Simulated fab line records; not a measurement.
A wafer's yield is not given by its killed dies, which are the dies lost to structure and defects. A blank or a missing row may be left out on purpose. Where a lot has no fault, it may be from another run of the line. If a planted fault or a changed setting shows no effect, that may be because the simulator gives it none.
What tool caused it? ; flow nand_harc ; Sampling: 6 lots, 18 wafers, 5 of 1159 route steps

## WHAT THE GAUGES READ, wafer by wafer
NHARC_END_SORT_01.
lot;measured;on;killed_at_other
L193;day 20 12:47;prober-01;0 0 0
L196;day 20 07:07;prober-02;0 1 0
L197;day 21 01:45;prober-01;2 2 1
L203;day 22 22:05;prober-01;0 1 0
L209;day 24 09:38;prober-02;0 0 1
L214;day 25 10:38;prober-02;1 0 0

## EACH LOT AND THE TOOL THAT RAN IT (in order: tool; ch and the chambers of the sampled wafers; start)
lot;NHARC_P_GATE_STRIP_113;NHARC_P_GATE_RTA_80;NHARC_P_CONTACT_EXPOSE_09;NHARC_P_CONTACT_ETCH_18
L193;plasma_asher-02 ch 0,1, day 5 23:12;rtp_anneal-01 ch 0, day 6 01:05;arfi_scanner-02 ch 0, day 6 03:17;rie_diel-07 ch 0,1, day 20 12:47 or earlier
L196;plasma_asher-01 ch 0, day 6 17:20;rtp_anneal-01 ch 0, day 6 19:16;arfi_scanner-01 ch 0, day 6 22:26;rie_diel-03 ch 0,2, day 20 07:07 or earlier
L197;plasma_asher-02 ch 0,1, day 7 04:24;rtp_anneal-02 ch 0, day 7 06:17;arfi_scanner-03 ch 0, day 7 08:25;rie_diel-01 ch 1,2,3, day 21 01:45 or earlier
L203;plasma_asher-02 ch 0,1, day 8 12:57;rtp_anneal-02 ch 0, day 8 14:50;arfi_scanner-03 ch 0, day 8 17:17;rie_diel-07 ch 0,1,3, day 22 22:05 or earlier
L209;plasma_asher-01 ch 0,1, day 9 21:17;rtp_anneal-01 ch 0, day 9 23:11;arfi_scanner-03 ch 0, day 10 01:12;rie_diel-07 ch 1,2, day 24 09:38 or earlier
L214;plasma_asher-02 ch 0,1, day 11 04:46;rtp_anneal-02 ch 0, day 11 06:28;arfi_scanner-03 ch 0, day 11 08:37;rie_diel-03 ch 0,2,3, day 25 10:38 or earlier
- NHARC_P_GATE_STRIP_113: strips in N2/H2, time 740 s.
- NHARC_P_GATE_RTA_80: time 30 s.
- NHARC_P_CONTACT_EXPOSE_09: exposes mask P CA, target cd 90 nm.
- NHARC_P_CONTACT_ETCH_18: etches the open film in C4F8/O2/Ar, target depth 481 nm, time 240.5 s.

## THE ANSWER, worked out from the rows above alone
Rule: the lots themselves supply what counts as usual. The widest of any qualifying gaps counts: lots, ordered by their means at a reading, are off when they make up no more than a third of the lots, leave a main group of 4 or more, and stand apart from it by 3 or more times the standard deviation of that group's means. If all means in a main group match to the digits the tables above print for the reading, that group is not used. A lot without any number at a reading at which 4 lots or more have one is off too. Where the step has rows for the other lots, those lots are counted as sound.
No lot is off at any reading shown: from this, nothing can be told.

## WHAT THE SIMULATOR PUT IN
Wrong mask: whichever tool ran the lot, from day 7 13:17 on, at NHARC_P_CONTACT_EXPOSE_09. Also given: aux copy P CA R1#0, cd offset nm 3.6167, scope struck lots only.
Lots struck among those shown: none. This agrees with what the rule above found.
